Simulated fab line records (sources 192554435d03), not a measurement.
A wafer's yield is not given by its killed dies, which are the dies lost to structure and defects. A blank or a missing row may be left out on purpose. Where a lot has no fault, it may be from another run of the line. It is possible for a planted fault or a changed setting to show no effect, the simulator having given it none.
Which of the tools did it? -- flow n5Finfet -- at 1 step of a route of 1938, 10 lots with 30 wafers sampled

WHAT EACH GAUGE READ, for each wafer
N5_PASSIVATION_CD_MEAS_10: the cd target is 3000 nm.
lot,measured,on,cdNm (nm)
L971,day 11 21:20,cdSem-02,2999.8 2997.7 2996.7
L975,day 12 14:55,cdSem-02,2999.0 3000.7 3001.7
L972,day 12 15:05,cdSem-03,2998.5 3000.6 2999.9
L977,day 13 09:36,cdSem-01,2995.6 2995.3 2996.5
L978,day 13 19:47,cdSem-01,3000.4 2996.1 2998.8
L980,day 14 15:35,cdSem-03,2997.4 2995.0 2999.5
L983,day 14 19:11,cdSem-02,3000.6 2999.8 3003.1
L984,day 15 05:06,cdSem-01,2999.6 2999.9 2997.4
L988,day 16 08:52,cdSem-03,2998.9 2997.6 3001.8
L989,day 16 15:39,cdSem-01,3000.5 3002.5 3004.5

EACH LOT AND THE TOOL THAT RAN IT (in order: tool; ch and the chambers of the sampled wafers; start)
The record shows no process step preceding these readings.

WHAT THE TOOLS THEMSELVES READ (means of the sampled wafers that have a number; where no wafer has one, the mark that the record gives instead)
The record holds no such reading with a usual standard deviation.

THE ANSWER, worked out from the rows above alone
Rule: what is usual is taken from the lots themselves. The widest of any qualifying gaps counts: lots, ordered by their means at a reading, are off when they make up no more than a third of the lots, leave a main group of 4 or more, and stand apart from it by 3 or more times the standard deviation of that group's means. A main group whose means are all the same, to the digits that the tables above print for the reading, isn't used. A lot without any number at a reading at which 4 lots or more have one is off too. Where the step has rows for the other lots, those lots are counted as sound. First the gauges in route order, then the tools' own readings, where a lot's mean is used as printed above. The first step at which some lot is off is used, and at that step the reading that is off furthest; a lot without a number counts as furthest.
No lot is off on any of the readings shown, so nothing can be concluded from this.

WHAT THE SIMULATOR HAD INSERTED
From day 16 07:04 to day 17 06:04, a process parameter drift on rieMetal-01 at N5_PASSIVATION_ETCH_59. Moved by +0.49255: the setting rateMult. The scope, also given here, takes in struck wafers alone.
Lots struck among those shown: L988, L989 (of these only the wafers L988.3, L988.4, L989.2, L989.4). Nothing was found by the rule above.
